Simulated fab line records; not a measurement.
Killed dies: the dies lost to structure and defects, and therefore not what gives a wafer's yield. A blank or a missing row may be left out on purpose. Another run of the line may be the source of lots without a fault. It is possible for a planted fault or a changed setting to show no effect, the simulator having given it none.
One fault seen from 2 desks    flow nandHarc    each desk has only its own numbers; what lay behind them comes last

== TOOL OWNER'S DESK, rieMetal-01 ==
The tool's own readings at NHARC_THIN_TSV_ETCH_36 (etches the open film in Cl2/BCl3, target depth 65 nm, time 18.571 s): means of the sampled wafers that have a number, for each lot that ran on this tool. The brackets show how far a lot's mean lies from the usual mean; more than 4 standard deviations puts the lot out of limits, marked OUT.
Columns: A = chamberPressureMTorr at NHARC_THIN_TSV_ETCH_36, usual 9.998 mTorr; B = drypumpMotorCurrentA at NHARC_THIN_TSV_ETCH_36, usual 5.6 A; C = oesProductAu at NHARC_THIN_TSV_ETCH_36, usual 1.004 a.u.
lot   first seen here  A       B    C
L787  day 19 17:06     9.992   6.0  1.008
L790  day 20 17:22     10.002  6.0  1.008
L796  day 22 04:56     9.996   6.0  0.937 (-9.3) OUT
L799  day 23 11:28     10.005  6.0  0.992
This desk's verdict: out of limits on L796, starting with L796 at day 22 04:56 (oesProductAu at NHARC_THIN_TSV_ETCH_36). L787, L790, L799: within limits.

== AT THE METROLOGY DESK ==
Means of the sampled wafers that have a number, per lot and without regard to the tool the lot ran on: this is what the gauges read. The brackets show how far a lot's mean lies from the usual mean; more than 4 standard deviations puts the lot out of limits, marked OUT.
Columns: A = cdNm at NHARC_THIN_TSV_CD_MEAS_33, usual 5000.0 nm
lot   first seen here  A
L783  day 18 17:16     4998.1
L785  day 19 00:09     5001.7
L788  day 19 03:05     5002.4
L787  day 19 16:33     5001.1
L790  day 20 16:49     5000.6
L789  day 20 18:21     4998.2
L796  day 22 04:23     4999.8
L795  day 22 05:48     4998.7
L800  day 22 23:03     4999.5
L798  day 23 04:54     4998.9
L799  day 23 10:40     5001.5
L802  day 23 11:42     5000.2
L805  day 24 11:43     4998.2
This desk's verdict: no lot among the 13 shows anything out of limits.

== BROUGHT TOGETHER ==
The tool owner's desk could have raised an alarm at day 22 04:56, on L796.
At the metrology desk, nothing out of limits was observed.
The metrology desk holds a record of L796, inside its limits.
On rieMetal-01, each named lot ran NHARC_THIN_TSV_ETCH_36.

== WHAT THE SIMULATOR HAD INSERTED ==
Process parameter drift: rieMetal-01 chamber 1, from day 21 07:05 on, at NHARC_THIN_TSV_ETCH_36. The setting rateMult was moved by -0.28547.
Lots struck among those shown: L796.
Hours from the fault's start to each desk's first reading out of limits: the tool owner's desk, 22.
